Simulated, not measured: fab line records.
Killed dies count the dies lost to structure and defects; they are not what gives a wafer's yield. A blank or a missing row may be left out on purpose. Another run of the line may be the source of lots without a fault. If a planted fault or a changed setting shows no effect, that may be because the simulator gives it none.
A lot that was struck, set against a sound lot    flow n5_finfet    43 out of 1938 route steps
Sound: these wafers, L340.2, L340.4, L340.5. Struck: wafer L349.5 (L349.2, L349.4, from the same lot, were not struck and are left out); the cause is given at the end.
Each step with rows lists, per side, the tool, then ch with its chambers, then its first start. Under that, the readings that differ: sound wafers    struck wafers    difference of the means    sigmas: that difference in standard deviations of wafers without a fault.
alike: readings whose means differ by less than 2 such deviations, and words and numbers that are the same on both sides. not compared: withheld readings, readings that some wafer has no value for, bounds like >300 that may hide the same value, and numbers for which the record gives no deviation and whose values overlap.
The two part at a step that has a row with sigmas, a row that says differs or no value, or rows on one side only. Numbers that have no deviation but don't overlap get no sigmas and don't part them. A reading missing from all wafers of one side parts the sides only when that side holds two or more wafers.

first, 5 steps without rows for these wafers: N5_BEOL_M2_EBR_24; N5_BEOL_M2_SOFTBAKE_23 (time 60 s); N5_BEOL_M2_EXPOSE_25 (exposes mask V1, defocus 5 nm); N5_BEOL_M2_PEB_26 (peb time 60 s); N5_BEOL_M2_DEVELOP_27 (develop time 30 s).
N5_BEOL_M2_CD_MEAS_28: target cd 26.2 nm, target cd y 24.1 nm.
  sound on cd_sem-02 ch 0, day 7 15:41; struck on cd_sem-01 ch 0, day 9 21:19
  alike: cd_nm
N5_BEOL_M2_OVL_MEAS_29:
  sound on overlay-02 ch 0, day 7 15:44; struck on overlay-02 ch 0, day 9 21:20
  alike: V1_OVL
N5_BEOL_M2_INSPECT_30: inspects for defects (brightfield).
  sound: defect_inspect-02 at day 7 15:47; struck: defect_inspect-01 at day 9 21:23
reading           sound        struck  difference  sigmas
raw_defect_count  462 408 552  243     -231        -2
then, 1 step without rows for these wafers: N5_BEOL_M2_DESCUM_33 (chemistry O2, time 7 s).
N5_BEOL_M2_ETCH_77: etches underlayer in N2/H2, target depth 6.5 nm, time 5.2 s.
  sound on rie_diel-03 ch 0,3, day 7 15:51; struck on rie_diel-03 ch 0, day 9 21:28
  alike: drypump_motor_current_A, etch_rf_on_time_s, oes_product_au, rf_vpp_V, showerhead_plenum_p_Torr, throttle_valve_pct
  not compared: rf_hours_counter_h
then, 2 steps without rows for these wafers: N5_BEOL_M2_ETCH_69 (etches SiARC in CF4, target depth 15.6 nm, time 26 s); N5_BEOL_M2_ALD_98 (deposits SiO2, target thk 2.5 nm, pulse time 1 s, co reactant pulse time 1 s).
N5_BEOL_M2_ETCHBACK_99: etches SiO2 in CHF3, target depth 5 nm, time 10.4 s.
  sound on rie_diel-01 ch 1,2, day 7 19:31; struck on rie_diel-03 ch 2, day 10 02:34
  alike: CHF3_flow_sccm, drypump_motor_current_A, oes_product_au, rf_vpp_V, showerhead_plenum_p_Torr, throttle_valve_pct
  not compared: rf_hours_counter_h
then, 7 steps without rows for these wafers: N5_BEOL_M2_ETCH_70 (etches SOC in N2/H2, target depth 80 nm, overetch 24 nm, time 130 s); N5_BEOL_M2_STRIP_71 (strips in N2/H2); N5_BEOL_M2_STRIP_78 (strips in N2/H2); N5_BEOL_M2_VIA_ETCH_34 (etches the open film in C4F6/O2, target depth 69.4 nm, time 65.9 s); N5_BEOL_M2_STRIP_83 (strips in C4F6/O2); N5_BEOL_M2_STRIP_36 (strips in N2/H2); N5_BEOL_M2_TRENCH_ETCH_37 (etches SiOC in C4F6/O2, target depth 55.555 nm, time 29.2 s).
N5_BEOL_M2_ETCH_41: etches SiCN in CH3F/O2, target depth 29.9 nm, time 52.5 s.
  sound: rie_diel-01 ch 1,2; struck: rie_diel-03 ch 2
  alike: drypump_motor_current_A, oes_product_au, rf_vpp_V, showerhead_plenum_p_Torr, throttle_valve_pct
  not compared: rf_hours_counter_h
then, 1 step without rows for these wafers: N5_BEOL_M2_STRIP_97 (strips in N2/H2, time 10 s).
N5_BEOL_M2_OCD_MEAS_38:
  sound: ocd-02 at day 7 19:55; struck: ocd-01 at day 10 02:58
  alike: trench_depth_nm
then, 4 steps without rows for these wafers: N5_BEOL_M2_HM_STRIP_39 (strips TiN in peroxide tin strip, target depth 25 nm, time 158 s); N5_BEOL_M2_SRD_40 (time 30 s); N5_BEOL_M2_PRECLEAN_42 (cleans in residue remover, time 60 s); N5_BEOL_M2_SRD_43 (time 30 s).
N5_BEOL_M2_CD_MEAS_35: target cd 18 nm, target cd y 22.2 nm.
  sound: cd_sem-03 at day 7 20:04; struck: cd_sem-02 at day 10 03:07
  alike: cd_nm
N5_BEOL_M2_DEGAS_44: time 60 s.
  sound: pvd_sputter-02 at day 7 20:31; struck: pvd_sputter-01 at day 10 03:58
  alike: heater_power_w
then, 5 steps without rows for these wafers: N5_BEOL_M2_PRE_CLEAN_45 (time 30 s); N5_BEOL_M2_ALD_84 (deposits TaN, pulse time 2 s, purge time 3 s, co reactant purge time 2 s); N5_BEOL_M2_SURFACE_TREAT_85; N5_BEOL_M2_CVD_47 (deposits Co from CCTBA/H2, target thk 3 nm, time 223.8 s); N5_BEOL_M2_SPUTTER_48 (material Cu, target thk 4.5 nm, time 8.29 s).
N5_BEOL_M2_ANNEAL_49: time 240 s.
  sound: pvd_sputter-01 at day 7 21:32; struck: pvd_sputter-03 at day 10 04:59
  alike: heater_power_w
then, 4 steps without rows for these wafers: N5_BEOL_M2_SPUTTER_79 (material Cu, target thk 4.5 nm, time 8.29 s); N5_BEOL_M2_ANNEAL_80 (time 240 s); N5_BEOL_M2_SPUTTER_81 (material Cu, target thk 4.5 nm, time 8.29 s); N5_BEOL_M2_ANNEAL_82 (time 240 s).
N5_BEOL_M2_SPUTTER_86: material Cu, target thk 4.5 nm, time 8.29 s.
  sound: pvd_sputter-01 at day 7 22:07; struck: pvd_sputter-03 at day 10 05:34
  alike: chuck_gas_flow_sccm, throttle_valve_pct
then, 2 steps without rows for these wafers: N5_BEOL_M2_ANNEAL_87 (time 240 s); N5_BEOL_M2_SPUTTER_88 (material Cu, target thk 4.5 nm, time 8.29 s).
-- a jump in the record: the struck wafers' starts before and after are 6 days apart (it breaks off in module BEOL_M2 and resumes in module PASSIVATION, where the first step shown is number 1936 of the route) --
N5_PASSIVATION_PROBE_49:
  sound: prober-01 at day 13 12:26; struck: prober-02 at day 16 00:41
reading                   sound           struck  difference  sigmas
defect_limited_yield (%)  92.3 94.5 92.5  84.1    -9.0        -6
killed_at_M0_to_M3        28 18 24        120     +97         +10
killed_dies               91 65 89        188     +106        +6
sort_bin_4_leakage (%)    0 0 0           0.08    +0.08       +8
sort_bin_5_function (%)   4.7 3.1 4.1     9.7     +5.7        +6
sort_bin_6_memory (%)     2.1 2.4 2.8     4.5     +2.1        +3
sort_n_pass               1089 1115 1091  991     -107        -6
  alike: killed_at_M4_up, killed_at_contacts, killed_at_front_end, killed_at_other, killed_open, killed_short, sort_bin_8_speed

## WHERE THEY PART
Last at N5_PASSIVATION_PROBE_49 as far as this record goes, first at N5_BEOL_M2_INSPECT_30.

WHY: the cause the simulator had injected
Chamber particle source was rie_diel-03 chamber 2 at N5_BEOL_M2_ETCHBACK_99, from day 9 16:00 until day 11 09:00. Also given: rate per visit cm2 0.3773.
